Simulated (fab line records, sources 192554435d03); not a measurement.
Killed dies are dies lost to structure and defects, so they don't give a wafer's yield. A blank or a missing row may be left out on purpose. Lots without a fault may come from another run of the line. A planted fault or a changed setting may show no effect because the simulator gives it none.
Split-lot experiment | flow n5_finfet | 7 lots, 21 wafers read, on a route of 1938 steps

THE SPLIT
At N5_BEOL_M7_COAT_05 (resist thk 90 nm), the setting spin_rpm was moved away from the recipe's 1500 rpm on 5 of the 21 wafers read, by -8.4% to +11.1%. The other wafers ran this setting at the recipe's value.

FROM THE SPLIT TO THE READING: what the file shows between them, 5 steps
- N5_BEOL_M7_EBR_07
- N5_BEOL_M7_SOFTBAKE_06: time 60 s
- N5_BEOL_M7_EXPOSE_08: exposes mask M7
- N5_BEOL_M7_PEB_09: peb time 60 s
- N5_BEOL_M7_DEVELOP_10: develop time 30 s

THE READING
CAR-ArF_of_BEOL_M7_COAT_05.thk_nm (the simulator's own value, which no gauge read), in nm, at N5_BEOL_M7_DESCUM_16 (chemistry O2, time 7.9 s). The file gives no usual value for it. The 16 wafers here that ran the recipe average 83.5 nm, standard deviation 0.22 nm.

wafer  | tool, chamber at the split | spin_rpm as run, rpm | against the recipe | CAR-ArF_of_BEOL_M7_COAT_05.thk_nm, nm | against lot-mates on the recipe
L076.1 | litho_track-01, 0          | 1445                 | -3.7%              | 85.4                                  | +1.8
L076.3 | litho_track-01, 0          | 1445                 | -3.7%              | 85.4                                  | +1.8
L076.5 | litho_track-01, 0          | 1500                 | recipe             | 83.6                                  | -
L080.1 | litho_track-01, 0          | 1500                 | recipe             | 84                                    | -
L080.3 | litho_track-01, 0          | 1500                 | recipe             | 83.6                                  | -
L080.6 | litho_track-01, 0          | 1500                 | recipe             | 83.4                                  | -
L081.3 | litho_track-03, 0          | 1500                 | recipe             | 83.6                                  | -
L081.4 | litho_track-03, 0          | 1500                 | recipe             | 83.8                                  | -
L081.6 | litho_track-03, 0          | 1500                 | recipe             | 83.8                                  | -
L083.2 | litho_track-01, 0          | 1500                 | recipe             | 83.2                                  | -
L083.4 | litho_track-01, 0          | 1374                 | -8.4%              | 87.6                                  | +4.4
L083.5 | litho_track-01, 0          | 1374                 | -8.4%              | 87.4                                  | +4.2
L096.2 | litho_track-02, 0          | 1500                 | recipe             | 83.2                                  | -
L096.4 | litho_track-02, 0          | 1500                 | recipe             | 83.4                                  | -
L096.6 | litho_track-02, 0          | 1500                 | recipe             | 83.6                                  | -
L095.1 | litho_track-01, 0          | 1500                 | recipe             | 83.4                                  | -
L095.3 | litho_track-01, 0          | 1500                 | recipe             | 83.6                                  | -
L095.4 | litho_track-01, 0          | 1500                 | recipe             | 83.2                                  | -
L097.1 | litho_track-01, 0          | 1500                 | recipe             | 83.6                                  | -
L097.3 | litho_track-01, 0          | 1500                 | recipe             | 83.4                                  | -
L097.6 | litho_track-01, 0          | 1667                 | +11.1%             | 78.8                                  | -4.7

THE FIT
A straight line over all 21 wafers: CAR-ArF_of_BEOL_M7_COAT_05.thk_nm changes by -0.454 nm for each +1% of spin_rpm; r = -0.99; the points scatter about the line by 0.23 nm.
The same after taking each lot's own level away (the mean of its wafers on the recipe; 21 wafers): -0.469 nm for each +1%; r = -0.99; scatter 0.21 nm.
On that fit, the largest move of spin_rpm shifts the reading by 5.2 nm.
The lots' own levels span 83.20 to 83.73 nm, that is 2.4 times the standard deviation above.
So the lot-to-lot level changes the slope little: the two slopes agree.
Check: with one of the wafers moved furthest among these (+11.1%) left out of the fit, the line predicts -5.67 nm for it against its lot-mates. It came out at -4.7 nm against them.

OTHER SPLITS ON THESE WAFERS
These wafers also went through other splits before the reading. Each is held against what the fit with the lots' levels taken away leaves over:
other split on the same wafers    | wafers away from the commonest value | r with CAR-ArF_of_BEOL_M7_COAT_05.thk_nm (lot level and that fit taken away)
N5_BEOL_M5_TRENCH_ETCH_37 time_s  | 5                                    | +0.10
N5_BEOL_M6_ILD_DEP_00 time_s      | 4                                    | -0.17
N5_BEOL_M6_HM_DEP_02 target_thk_a | 9                                    | +0.07

THE WHOLE CHAIN: every reading that the file lists as answering this split, in the file's order
step                  | what it does             | reading                                                                            | change (the file's fit)               | r (the file's)
N5_BEOL_M7_COAT_05    | resist thk 90 nm         | CAR-ArF_of_BEOL_M7_COAT_05.thk_nm (the simulator's own value, which no gauge read) | -0.44 nm for each +1% of the setting  | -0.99
N5_BEOL_M7_DEVELOP_10 | develop time 30 s        | CAR-ArF_of_BEOL_M7_COAT_05.thk_nm (the simulator's own value, which no gauge read) | -0.453 nm for each +1% of the setting | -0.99
N5_BEOL_M7_DESCUM_16  | chemistry O2, time 7.9 s | CAR-ArF_of_BEOL_M7_COAT_05.thk_nm (the simulator's own value, which no gauge read) | -0.457 nm for each +1% of the setting | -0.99

THE FILE'S OWN FIT
CAR-ArF_of_BEOL_M7_COAT_05.thk_nm changes by -0.457 nm for each +1% of spin_rpm, r = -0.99.
